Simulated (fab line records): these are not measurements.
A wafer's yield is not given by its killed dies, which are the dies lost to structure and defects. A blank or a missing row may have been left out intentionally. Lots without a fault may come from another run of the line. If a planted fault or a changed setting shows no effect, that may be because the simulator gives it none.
A sampling plan put to the test + flow nandHarc + each of the 16 faults these records tell of, on one fab line, judged from the records of the lots it struck
The plan consists of the line's own looks: route steps at which the wafer is read by a gauge or an inspection but not changed. A look can be judged if struck wafers have a number there and the file gives its usual mean and standard deviation on fault-free wafers. Caught: the struck wafers' mean, at a look after the fault's first step, is 4 or more of those standard deviations (sigma) away from the usual mean. On the tool: here the same test is run on the tool's own readings at the fault's steps. Another recipe on the struck wafers, or a record that is blank for them alone, also counts as caught.

## THE FAULTS, as the simulator had put them in
1. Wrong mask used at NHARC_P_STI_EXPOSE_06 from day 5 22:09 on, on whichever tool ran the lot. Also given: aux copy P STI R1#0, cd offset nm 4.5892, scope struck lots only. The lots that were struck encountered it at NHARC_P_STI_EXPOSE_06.
2. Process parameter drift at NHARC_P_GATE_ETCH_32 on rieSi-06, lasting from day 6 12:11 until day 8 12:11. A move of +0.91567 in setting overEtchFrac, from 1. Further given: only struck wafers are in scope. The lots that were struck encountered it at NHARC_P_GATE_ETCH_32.
3. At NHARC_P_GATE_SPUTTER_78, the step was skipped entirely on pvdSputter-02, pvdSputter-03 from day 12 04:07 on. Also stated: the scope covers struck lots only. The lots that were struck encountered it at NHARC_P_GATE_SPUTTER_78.
4. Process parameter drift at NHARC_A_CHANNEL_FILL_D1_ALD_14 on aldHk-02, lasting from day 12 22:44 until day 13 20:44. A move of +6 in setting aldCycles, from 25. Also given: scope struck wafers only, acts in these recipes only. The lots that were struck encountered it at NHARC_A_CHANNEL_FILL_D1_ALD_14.
5. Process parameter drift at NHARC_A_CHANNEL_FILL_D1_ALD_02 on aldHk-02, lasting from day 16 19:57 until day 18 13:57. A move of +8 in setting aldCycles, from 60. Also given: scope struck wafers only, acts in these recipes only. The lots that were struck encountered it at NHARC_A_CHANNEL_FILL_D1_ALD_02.
6. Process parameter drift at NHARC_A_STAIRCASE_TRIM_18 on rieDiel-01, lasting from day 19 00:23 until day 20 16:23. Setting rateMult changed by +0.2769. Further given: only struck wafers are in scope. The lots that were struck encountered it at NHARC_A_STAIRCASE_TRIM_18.
7. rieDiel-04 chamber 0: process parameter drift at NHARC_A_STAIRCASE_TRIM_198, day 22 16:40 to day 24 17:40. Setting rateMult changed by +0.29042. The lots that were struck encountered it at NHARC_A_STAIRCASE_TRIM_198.
8. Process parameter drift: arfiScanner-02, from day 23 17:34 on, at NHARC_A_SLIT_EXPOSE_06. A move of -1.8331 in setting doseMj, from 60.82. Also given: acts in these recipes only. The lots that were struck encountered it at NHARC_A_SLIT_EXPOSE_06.
9. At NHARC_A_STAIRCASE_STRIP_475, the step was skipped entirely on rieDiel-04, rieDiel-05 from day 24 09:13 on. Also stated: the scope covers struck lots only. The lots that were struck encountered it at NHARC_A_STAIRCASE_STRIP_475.
10. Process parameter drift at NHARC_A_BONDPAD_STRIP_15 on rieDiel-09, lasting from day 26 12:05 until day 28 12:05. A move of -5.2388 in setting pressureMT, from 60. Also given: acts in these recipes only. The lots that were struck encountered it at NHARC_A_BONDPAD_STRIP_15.
11. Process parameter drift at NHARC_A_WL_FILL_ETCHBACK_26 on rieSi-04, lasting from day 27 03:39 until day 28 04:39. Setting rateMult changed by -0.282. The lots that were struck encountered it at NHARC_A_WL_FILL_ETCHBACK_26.
12. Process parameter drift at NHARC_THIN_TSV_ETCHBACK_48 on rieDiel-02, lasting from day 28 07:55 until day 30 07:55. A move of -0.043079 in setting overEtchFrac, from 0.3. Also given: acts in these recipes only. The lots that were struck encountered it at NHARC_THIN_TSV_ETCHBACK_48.
13. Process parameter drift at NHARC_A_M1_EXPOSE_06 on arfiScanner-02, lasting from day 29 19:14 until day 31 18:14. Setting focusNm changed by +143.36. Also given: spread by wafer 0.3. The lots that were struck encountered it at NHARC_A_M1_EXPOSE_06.
14. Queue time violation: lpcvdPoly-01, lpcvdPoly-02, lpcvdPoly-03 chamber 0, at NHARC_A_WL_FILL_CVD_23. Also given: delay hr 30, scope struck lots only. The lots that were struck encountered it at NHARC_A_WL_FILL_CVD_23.
15. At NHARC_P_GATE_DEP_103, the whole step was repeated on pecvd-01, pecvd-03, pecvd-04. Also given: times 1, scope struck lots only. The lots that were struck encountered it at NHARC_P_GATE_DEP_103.
16. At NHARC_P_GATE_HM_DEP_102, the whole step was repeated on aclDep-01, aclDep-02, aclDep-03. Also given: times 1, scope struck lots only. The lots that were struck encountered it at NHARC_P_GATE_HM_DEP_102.

## WHAT THE PLAN SAW
| fault | on the tool itself                               | first look that catches it                      | reading, sigma                  | median hours from its first step to that look | hours from the fault's start to the first struck lot there | judged looks passed uncaught |
|-------|--------------------------------------------------|-------------------------------------------------|---------------------------------|-----------------------------------------------|------------------------------------------------------------|------------------------------|
| 1     | no reading that can be judged                    | no look after it can be judged                  | -                               | -                                             | -                                                          | 0                            |
| 2     | under 2 sigma                                    | no look after it can be judged                  | -                               | -                                             | -                                                          | 0                            |
| 3     | no reading that can be judged                    | NHARC_END_SORT_01                               | killedAtPeriphery +99 or beyond | 446.4                                         | 450                                                        | 0                            |
| 4     | under 2 sigma                                    | not the one look that can be judged after it    | -                               | -                                             | -                                                          | 1                            |
| 5     | under 2 sigma                                    | not the one look that can be judged after it    | -                               | -                                             | -                                                          | 1                            |
| 6     | oesProductAu +17 sigma                           | NHARC_END_SORT_01                               | killedAtArray +9.2              | 206.7                                         | 222                                                        | 0                            |
| 7     | oesProductAu +14 sigma                           | NHARC_END_SORT_01                               | killedAtArray +16               | 203.7                                         | 211                                                        | 0                            |
| 8     | exposureDoseMJCm2 -31 sigma                      | no look after it can be judged                  | -                               | -                                             | -                                                          | 0                            |
| 9     | the tool's record is blank for the struck wafers | none of the 2 looks that can be judged after it | -                               | -                                             | -                                                          | 2                            |
| 10    | chamberPressureMTorr -91 sigma                   | none of the 2 looks that can be judged after it | -                               | -                                             | -                                                          | 2                            |
| 11    | oesProductAu -17 sigma                           | not the one look that can be judged after it    | -                               | -                                             | -                                                          | 1                            |
| 12    | under 2 sigma                                    | not the one look that can be judged after it    | -                               | -                                             | -                                                          | 1                            |
| 13    | exposureDoseMJCm2 -35 sigma                      | NHARC_A_M1_CD_MEAS_09                           | cdNm +10                        | 0.1                                           | 24                                                         | 0                            |
| 14    | under 2 sigma                                    | not the one look that can be judged after it    | -                               | -                                             | -                                                          | 1                            |
| 15    | under 2 sigma                                    | not the one look that can be judged after it    | -                               | -                                             | -                                                          | 1                            |
| 16    | under 2 sigma                                    | not the one look that can be judged after it    | -                               | -                                             | -                                                          | 1                            |
A dash: the fault is not caught, or the number is missing from these records.

Caught at a look: 4 of 16. Caught on the tool: 7 of 16. By one or the other: 8 of 16.
Caught on the tool alone: faults 8, 9, 10, 11.
Caught at a look alone: fault 3.
Caught by neither: faults 1, 2, 4, 5, 12, 14, 15, 16.

## THINNER SAMPLING
If the look that catches a fault measured only every second or every third lot, by lot number, the first struck lot would be measured this late in the worst case:
| fault | struck lots at that look, in order of time | every lot | every second lot | every third lot |
|-------|--------------------------------------------|-----------|------------------|-----------------|
| 3     | L567, L568, L569                           | 450 h     | 464 h            | 480 h           |
| 6     | L193, L195, L196                           | 222 h     | 244 h            | may miss all 3  |
| 7     | L950, L951                                 | 211 h     | 231 h            | may miss all 2  |
| 13    | L591                                       | 24 h      | may miss it      | may miss it     |
Hours are from the fault's start to the first struck lot that is measured. The limit of 4 sigma was tested on all struck wafers together, so one lot alone may lie under it. Other struck lots may not be in these records.

## THE LONGEST TIMED WAY FROM STEP TO LOOK
In fault 3, a median of 446.4 hours elapses between NHARC_P_GATE_SPUTTER_78 and NHARC_END_SORT_01. No look between them can be judged.
